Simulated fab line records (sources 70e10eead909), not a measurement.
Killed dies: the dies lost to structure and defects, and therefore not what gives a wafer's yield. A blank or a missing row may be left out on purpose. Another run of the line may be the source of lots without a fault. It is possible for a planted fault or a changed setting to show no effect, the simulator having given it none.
Which tool is to blame? + flow nand_harc + Sampling: 24 lots, 72 wafers, 6 of 1302 route steps

WHAT THE GAUGES SHOWED, per wafer
NHARC_A_CONTACT_CD_MEAS_53. Usual: cd_nm at 289.6 nm, with a standard deviation of 0.68.
| lot  | measured     | on        | cd_nm (nm)        | flag |
|------|--------------|-----------|-------------------|------|
| L076 | day 22 03:07 | cd_sem-03 | 289.8 289.3 288.9 |      |
| L075 | day 22 03:14 | cd_sem-01 | 289.8 289.4 289.6 |      |
| L074 | day 22 05:43 | cd_sem-03 | 288.3 289.1 289.1 |      |
| L077 | day 22 16:56 | cd_sem-03 | 289.0 289.8 289.2 |      |
| L078 | day 23 08:13 | cd_sem-01 | 290.1 289.5 289.4 |      |
| L079 | day 24 01:23 | cd_sem-03 | 289.6 289.6 290.5 |      |
| L082 | day 24 13:17 | cd_sem-03 | 289.9 289.8 290.8 |      |
| L080 | day 24 13:53 | cd_sem-02 | 290.8 290.1 290.4 |      |
| L081 | day 25 15:06 | cd_sem-02 | 289.6 289.9 289.2 |      |
| L083 | day 25 18:20 | cd_sem-03 | 289.6 289.5 290.0 |      |
| L085 | day 25 22:39 | cd_sem-01 | 290.0 290.9 289.7 |      |
| L084 | day 25 23:25 | cd_sem-02 | 288.9 290.0 289.8 |      |
| L086 | day 26 21:22 | cd_sem-03 | 290.0 289.9 290.5 |      |
| L088 | day 27 13:36 | cd_sem-02 | 289.4 289.6 289.8 |      |
| L090 | day 27 17:47 | cd_sem-03 | 289.6 289.7 288.5 |      |
| L087 | day 27 18:12 | cd_sem-03 | 289.7 290.3 289.3 |      |
| L091 | day 27 23:07 | cd_sem-01 | 290.2 290.2 290.2 |      |
| L089 | day 28 01:49 | cd_sem-01 | 289.2 289.2 289.8 |      |
| L092 | day 28 17:58 | cd_sem-01 | 290.1 289.8 290.4 |      |
| L095 | day 29 19:31 | cd_sem-02 | 288.2 288.9 288.3 |      |
| L094 | day 29 23:19 | cd_sem-03 | 289.3 289.7 289.9 |      |
| L093 | day 30 00:01 | cd_sem-03 | 290.0 290.2 290.5 |      |
| L096 | day 31 05:17 | cd_sem-01 | 287.8 288.2 288.2 |      |
| L097 | day 31 08:20 | cd_sem-01 | 288.6 289.1 288.7 |      |

NHARC_A_CONTACT_CD_MEAS_69 targets a cd of 300 nm. Usual: cd_nm at 300.4 nm, with a standard deviation of 0.5.
| lot  | measured     | on        | cd_nm (nm)        | flag |
|------|--------------|-----------|-------------------|------|
| L076 | day 22 08:01 | cd_sem-03 | 299.8 300.3 301.4 |      |
| L075 | day 22 08:11 | cd_sem-01 | 300.1 299.7 299.3 |      |
| L074 | day 22 11:08 | cd_sem-03 | 299.8 301.0 300.0 |      |
| L077 | day 22 23:32 | cd_sem-01 | 300.4 300.8 301.0 |      |
| L078 | day 23 13:19 | cd_sem-03 | 300.7 301.2 301.3 |      |
| L079 | day 24 11:08 | cd_sem-02 | 300.4 300.8 300.3 |      |
| L082 | day 24 18:07 | cd_sem-02 | 299.7 299.7 299.7 |      |
| L080 | day 24 18:47 | cd_sem-01 | 301.2 300.4 300.2 |      |
| L081 | day 25 21:08 | cd_sem-03 | 300.4 300.4 300.5 |      |
| L083 | day 26 02:13 | cd_sem-02 | 300.7 300.5 300.2 |      |
| L085 | day 26 06:05 | cd_sem-01 | 301.2 300.9 300.6 |      |
| L084 | day 26 07:10 | cd_sem-03 | 300.8 300.3 300.6 |      |
| L086 | day 27 02:56 | cd_sem-03 | 300.7 300.6 300.0 |      |
| L088 | day 27 18:31 | cd_sem-03 | 299.9 300.7 300.0 |      |
| L090 | day 27 22:56 | cd_sem-03 | 300.6 300.8 300.0 |      |
| L087 | day 28 00:37 | cd_sem-03 | 300.7 300.2 300.2 |      |
| L091 | day 28 04:07 | cd_sem-02 | 300.6 300.4 300.7 |      |
| L089 | day 28 07:31 | cd_sem-02 | 300.4 300.1 299.2 |      |
| L092 | day 28 23:50 | cd_sem-03 | 300.3 300.2 300.9 |      |
| L095 | day 30 00:29 | cd_sem-01 | 300.9 300.8 300.9 |      |
| L094 | day 30 04:23 | cd_sem-01 | 300.4 299.7 300.6 |      |
| L093 | day 30 06:53 | cd_sem-03 | 300.8 300.8 300.9 |      |
| L096 | day 31 11:31 | cd_sem-01 | 300.4 300.0 300.7 |      |
| L097 | day 31 14:46 | cd_sem-03 | 299.9 299.2 300.5 |      |

NHARC_A_CONTACT_OVL_MEAS_70. Usual: overlay_x_nm 0.0 nm, standard deviation 0.76; overlay_y_nm 0.0 nm, standard deviation 0.83.
| lot  | measured     | on         | overlay_x_nm (nm) | overlay_y_nm (nm) | flag |
|------|--------------|------------|-------------------|-------------------|------|
| L076 | day 22 08:06 | overlay-01 | 1.0 0.8 0.6       | -1.0 -1.3 -1.2    |      |
| L075 | day 22 08:17 | overlay-02 | 0.9 0.1 0.8       | -0.4 -0.3 -0.9    |      |
| L074 | day 22 11:14 | overlay-01 | 1.2 1.2 1.5       | 0.0 1.2 0.4       |      |
| L077 | day 22 23:37 | overlay-02 | 1.4 1.1 1.3       | 0.2 0.3 0.2       |      |
| L078 | day 23 13:25 | overlay-01 | -0.5 -0.6 -0.8    | 1.3 1.4 1.0       |      |
| L079 | day 24 11:13 | overlay-02 | -0.3 0.1 0.2      | -0.9 -1.2 -1.5    |      |
| L082 | day 24 18:12 | overlay-02 | -0.1 0.0 0.8      | -0.2 -0.2 -0.5    |      |
| L080 | day 24 18:52 | overlay-02 | 0.2 -0.6 0.4      | 0.0 -0.8 -0.1     |      |
| L081 | day 25 21:14 | overlay-02 | 0.1 -0.3 -0.5     | 0.9 1.4 1.0       |      |
| L083 | day 26 02:18 | overlay-02 | 1.5 0.9 0.9       | -0.1 0.3 -0.1     |      |
| L085 | day 26 06:10 | overlay-02 | 0.0 -0.2 -0.4     | 1.3 2.0 2.0       |      |
| L084 | day 26 07:16 | overlay-02 | 0.3 0.9 0.3       | 0.5 0.0 -0.1      |      |
| L086 | day 27 03:01 | overlay-01 | -1.4 -1.6 -1.1    | 0.7 0.1 0.2       |      |
| L088 | day 27 18:37 | overlay-02 | -1.2 -0.7 -0.7    | -0.6 -0.1 -0.4    |      |
| L090 | day 27 23:01 | overlay-01 | -1.0 -0.8 -0.8    | 0.3 1.1 0.9       |      |
| L087 | day 28 00:42 | overlay-01 | 0.0 -0.1 0.2      | 0.7 0.0 -0.1      |      |
| L091 | day 28 04:12 | overlay-02 | -0.5 -0.3 -0.8    | 0.4 0.0 0.0       |      |
| L089 | day 28 07:37 | overlay-02 | 0.1 0.2 0.5       | 1.3 0.8 2.0       |      |
| L092 | day 28 23:56 | overlay-02 | 0.4 -0.5 0.6      | -0.1 -0.3 -0.3    |      |
| L095 | day 30 00:35 | overlay-01 | -1.5 -1.4 -0.6    | -0.4 0.1 -0.1     |      |
| L094 | day 30 04:29 | overlay-02 | -0.4 0.0 0.1      | -0.9 -0.8 -0.9    |      |
| L093 | day 30 06:59 | overlay-02 | 0.7 0.8 0.3       | -1.1 -0.7 -0.6    |      |
| L096 | day 31 11:37 | overlay-02 | -1.1 -0.4 -0.5    | -0.1 -0.2 -0.2    |      |
| L097 | day 31 14:51 | overlay-01 | 0.2 0.6 0.2       | -1.1 -1.4 -1.0    |      |

NHARC_A_CONTACT_INSPECT_71. Usual: raw_defect_count at 85, with a standard deviation of 33.
| lot  | measured     | on                | raw_defect_count | flag |
|------|--------------|-------------------|------------------|------|
| L076 | day 22 08:08 | defect_inspect-01 | 112 130 133      |      |
| L075 | day 22 08:19 | defect_inspect-02 | 96 101 96        |      |
| L074 | day 22 11:16 | defect_inspect-02 | 104 104 97       |      |
| L077 | day 22 23:39 | defect_inspect-01 | 104 121 101      |      |
| L078 | day 23 13:26 | defect_inspect-01 | 107 88 93        |      |
| L079 | day 24 11:16 | defect_inspect-01 | 120 119 110      |      |
| L082 | day 24 18:14 | defect_inspect-02 | 29 28 32         |      |
| L080 | day 24 18:54 | defect_inspect-01 | 78 105 96        |      |
| L081 | day 25 21:16 | defect_inspect-02 | 133 121 144      |      |
| L083 | day 26 02:20 | defect_inspect-01 | 14 20 14         |      |
| L085 | day 26 06:12 | defect_inspect-02 | 102 118 116      |      |
| L084 | day 26 07:18 | defect_inspect-01 | 90 76 75         |      |
| L086 | day 27 03:04 | defect_inspect-02 | 102 92 110       |      |
| L088 | day 27 18:39 | defect_inspect-02 | 67 80 78         |      |
| L090 | day 27 23:04 | defect_inspect-01 | 79 78 85         |      |
| L087 | day 28 00:44 | defect_inspect-02 | 93 82 95         |      |
| L091 | day 28 04:14 | defect_inspect-02 | 137 134 169      |      |
| L089 | day 28 07:38 | defect_inspect-02 | 68 74 64         |      |
| L092 | day 28 23:58 | defect_inspect-01 | 34 28 41         |      |
| L095 | day 30 00:37 | defect_inspect-01 | 78 84 87         |      |
| L094 | day 30 04:31 | defect_inspect-02 | 23 33 27         |      |
| L093 | day 30 07:01 | defect_inspect-02 | 66 62 69         |      |
| L096 | day 31 11:38 | defect_inspect-01 | 75 79 84         |      |
| L097 | day 31 14:53 | defect_inspect-01 | 79 89 95         |      |

EACH LOT AND THE TOOL THAT RAN IT (in order: tool; ch and the chambers of the sampled wafers; start)
| lot  | NHARC_A_CONTACT_ETCH_122             | NHARC_A_CONTACT_ETCH_90            |
|------|--------------------------------------|------------------------------------|
| L076 | har_cap_etch-02 ch 0,1, day 22 01:45 | rie_diel-09 ch 0,1,2, day 22 02:54 |
| L075 | har_cap_etch-03 ch 0,1, day 22 01:55 | rie_diel-08 ch 0,1,3, day 22 03:04 |
| L074 | har_cap_etch-02 ch 0,1, day 22 04:21 | rie_diel-09 ch 1,2,3, day 22 05:30 |
| L077 | har_cap_etch-03 ch 1, day 22 15:34   | rie_diel-09 ch 0,1,2, day 22 16:44 |
| L078 | har_cap_etch-01 ch 0,1, day 23 06:50 | rie_diel-09 ch 0,3, day 23 08:00   |
| L079 | har_cap_etch-01 ch 0,1, day 24 00:01 | rie_diel-09 ch 0,3, day 24 01:09   |
| L082 | har_cap_etch-02 ch 0,1, day 24 11:55 | rie_diel-11 ch 1,2,3, day 24 13:07 |
| L080 | har_cap_etch-01 ch 0,1, day 24 12:35 | rie_diel-09 ch 2,3, day 24 13:41   |
| L081 | har_cap_etch-03 ch 0,1, day 25 13:46 | rie_diel-09 ch 0,1,3, day 25 14:54 |
| L083 | har_cap_etch-02 ch 0,1, day 25 16:56 | rie_diel-11 ch 0,2, day 25 18:07   |
| L085 | har_cap_etch-01 ch 1, day 25 21:16   | rie_diel-11 ch 0,2, day 25 22:23   |
| L084 | har_cap_etch-03 ch 0,1, day 25 22:00 | rie_diel-11 ch 0,2, day 25 23:10   |
| L086 | har_cap_etch-02 ch 0,1, day 26 19:56 | rie_diel-08 ch 1,2, day 26 21:08   |
| L088 | har_cap_etch-03 ch 0,1, day 27 12:16 | rie_diel-11 ch 2,3, day 27 13:23   |
| L090 | har_cap_etch-01 ch 0,1, day 27 16:26 | rie_diel-09 ch 1,2,3, day 27 17:35 |
| L087 | har_cap_etch-03 ch 0,1, day 27 16:50 | rie_diel-09 ch 0,2,3, day 27 17:59 |
| L091 | har_cap_etch-02 ch 0,1, day 27 21:46 | rie_diel-09 ch 0,3, day 27 22:55   |
| L089 | har_cap_etch-03 ch 0,1, day 28 00:32 | rie_diel-11 ch 0,3, day 28 01:37   |
| L092 | har_cap_etch-01 ch 0,1, day 28 16:21 | rie_diel-09 ch 0,1,3, day 28 17:46 |
| L095 | har_cap_etch-02 ch 0,1, day 29 18:09 | rie_diel-08 ch 1,2,3, day 29 19:18 |
| L094 | har_cap_etch-03 ch 0,1, day 29 21:59 | rie_diel-09 ch 0,2,3, day 29 23:06 |
| L093 | har_cap_etch-01 ch 0,1, day 29 22:32 | rie_diel-09 ch 0,1, day 29 23:41   |
| L096 | har_cap_etch-02 ch 0,1, day 31 03:57 | rie_diel-09 ch 2,3, day 31 05:05   |
| L097 | har_cap_etch-03 ch 0,1, day 31 06:58 | rie_diel-11 ch 1,3, day 31 08:06   |
- NHARC_A_CONTACT_ETCH_122: etches the open film in C4F8/O2/Ar, time 190 s, target depth 1850 nm.
- NHARC_A_CONTACT_ETCH_90: etches the open film in CH3F/O2, target depth 40 nm, time 85.7 s.

WHAT THE TOOLS THEMSELVES READ (means of the sampled wafers that have a number; where no wafer has one, the mark that the record gives instead)
NHARC_A_CONTACT_ETCH_90. Usual: drypump_motor_current_A 5.9 A, standard deviation 0.47; oes_product_au 0.97 a.u., standard deviation 0.038; rf_fwd_power_W 496.3 W, standard deviation 2.3; rf_vpp_V 244.6 V, standard deviation 2; showerhead_plenum_p_Torr 2.48 Torr, standard deviation 0.13; throttle_valve_pct 20.662 %, standard deviation 0.0093.
| lot  | tool        | drypump_motor_current_A (A) | oes_product_au (a.u.) | rf_fwd_power_W (W) | rf_vpp_V (V) | showerhead_plenum_p_Torr (Torr) | throttle_valve_pct (%) | flag |
|------|-------------|-----------------------------|-----------------------|--------------------|--------------|---------------------------------|------------------------|------|
| L076 | rie_diel-09 | 5.8                         | 1.01                  | 496.7              | 245.2        | 2.53                            | 20.668                 |      |
| L075 | rie_diel-08 | 5.9                         | 0.92                  | 497.1              | 245.5        | 2.55                            | 20.676                 |      |
| L074 | rie_diel-09 | 6.0                         | 1.00                  | 494.3              | 244.0        | 2.47                            | 20.661                 |      |
| L077 | rie_diel-09 | 5.8                         | 1.01                  | 495.3              | 245.7        | 2.53                            | 20.667                 |      |
| L078 | rie_diel-09 | 5.3                         | 0.94                  | 497.8              | 245.1        | 2.54                            | 20.661                 |      |
| L079 | rie_diel-09 | 5.4                         | 1.01                  | 498.0              | 246.0        | 2.54                            | 20.665                 |      |
| L082 | rie_diel-11 | 6.3                         | 1.00                  | 495.9              | 243.2        | 2.42                            | 20.665                 |      |
| L080 | rie_diel-09 | 5.8                         | 1.00                  | 498.2              | 245.3        | 2.50                            | 20.661                 |      |
| L081 | rie_diel-09 | 5.7                         | 0.95                  | 495.1              | 244.6        | 2.45                            | 20.651                 |      |
| L083 | rie_diel-11 | 6.5                         | 0.91                  | 496.3              | 243.2        | 2.36                            | 20.659                 |      |
| L085 | rie_diel-11 | 6.3                         | 0.92                  | 495.5              | 242.5        | 2.32                            | 20.661                 |      |
| L084 | rie_diel-11 | 6.5                         | 0.99                  | 497.1              | 243.0        | 2.35                            | 20.663                 |      |
| L086 | rie_diel-08 | 5.8                         | 0.96                  | 495.8              | 243.8        | 2.42                            | 20.656                 |      |
| L088 | rie_diel-11 | 6.3                         | 0.98                  | 497.9              | 243.9        | 2.44                            | 20.661                 |      |
| L090 | rie_diel-09 | 6.0                         | 1.00                  | 496.6              | 244.1        | 2.46                            | 20.664                 |      |
| L087 | rie_diel-09 | 5.6                         | 0.94                  | 495.0              | 246.8        | 2.56                            | 20.669                 |      |
| L091 | rie_diel-09 | 5.4                         | 1.01                  | 496.3              | 245.4        | 2.54                            | 20.657                 |      |
| L089 | rie_diel-11 | 6.2                         | 1.00                  | 495.7              | 246.1        | 2.59                            | 20.668                 |      |
| L092 | rie_diel-09 | 5.7                         | 0.93                  | 497.2              | 243.9        | 2.45                            | 20.656                 |      |
| L095 | rie_diel-08 | 6.1                         | 0.92                  | 497.6              | 244.5        | 2.46                            | 20.661                 |      |
| L094 | rie_diel-09 | 5.6                         | 0.94                  | 495.8              | 246.0        | 2.55                            | 20.667                 |      |
| L093 | rie_diel-09 | 5.6                         | 1.00                  | 497.8              | 244.2        | 2.50                            | 20.660                 |      |
| L096 | rie_diel-09 | 5.9                         | 0.91                  | 495.1              | 245.4        | 2.57                            | 20.663                 |      |
| L097 | rie_diel-11 | 6.2                         | 0.99                  | 495.7              | 242.9        | 2.39                            | 20.652                 |      |

THE ANSWER, worked out from the rows above alone
Rule: lot off if the mean of its wafers having a number is beyond 3 standard deviations from the usual mean. Also off: a lot with no number at a reading for which 4 or more lots have one. Where the step has rows for the other lots, those lots are counted as sound. First the gauges in route order, then the tools' own readings, where a lot's mean is used as printed above. The first step at which some lot is off is used, and at that step the reading that is off furthest; a lot without a number counts as furthest.
No lot is off on any of the readings shown, so nothing can be concluded from this.

WHAT THE SIMULATOR PUT IN
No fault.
